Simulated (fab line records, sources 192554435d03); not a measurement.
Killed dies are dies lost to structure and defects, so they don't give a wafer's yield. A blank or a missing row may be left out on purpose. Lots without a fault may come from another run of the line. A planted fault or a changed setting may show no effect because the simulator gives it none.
Chamber matching | flow n5_finfet | N5_BEOL_M11_DESCUM_33 on rie_diel-05: 4 sister chambers
The step chemistry O2, time 7.9 s. 4 wafers are shown with their chamber, then 11 later ones without.

WAFERS WITH THEIR CHAMBER
wafer  | chamber | drypump_motor_current_A (A)
L085.1 | 3       | 5.6
L085.2 | 1       | 5.7
L085.3 | 0       | 6.1
L085.4 | 2       | 5.0

WAFERS WITHOUT THEIR CHAMBER
wafer  | drypump_motor_current_A (A)
L085.5 | 5.6
L085.6 | 5.0
L089.1 | 5.7
L089.5 | 5.0
L089.6 | 5.7
L092.1 | 5.7
L092.2 | 5.0
L092.5 | 5.7
L096.1 | 5.7
L096.2 | 6.2
L096.3 | 5.6

WHICH CHAMBER EACH WENT THROUGH
wafer  | from the rows above | in truth
L085.5 | 3                   | 3
L085.6 | 2                   | 2
L089.1 | 1                   | 1
L089.5 | 2                   | 2
L089.6 | 1                   | 1
L092.1 | 1                   | 1
L092.2 | 2                   | 2
L092.5 | 1                   | 1
L096.1 | 1                   | 1
L096.2 | 0                   | 0
L096.3 | 3                   | 3
Placed correctly: 11 of 11. Can't be placed from these rows: 0. Placed wrongly: 0.
How it was worked out, from the rows above alone: a wafer's distance from a chamber is the root of the sum, over the readings, of the square of ((its reading less the chamber's mean) divided by the reading's scatter). The wafer belongs to the nearest chamber; if the next one is less than 2 further off, it can't be placed. A chamber's mean is the mean of its shown wafers. The scatter: with one shown wafer a chamber, the root of the mean of the squares of how far each hidden wafer lies from its nearest shown one.
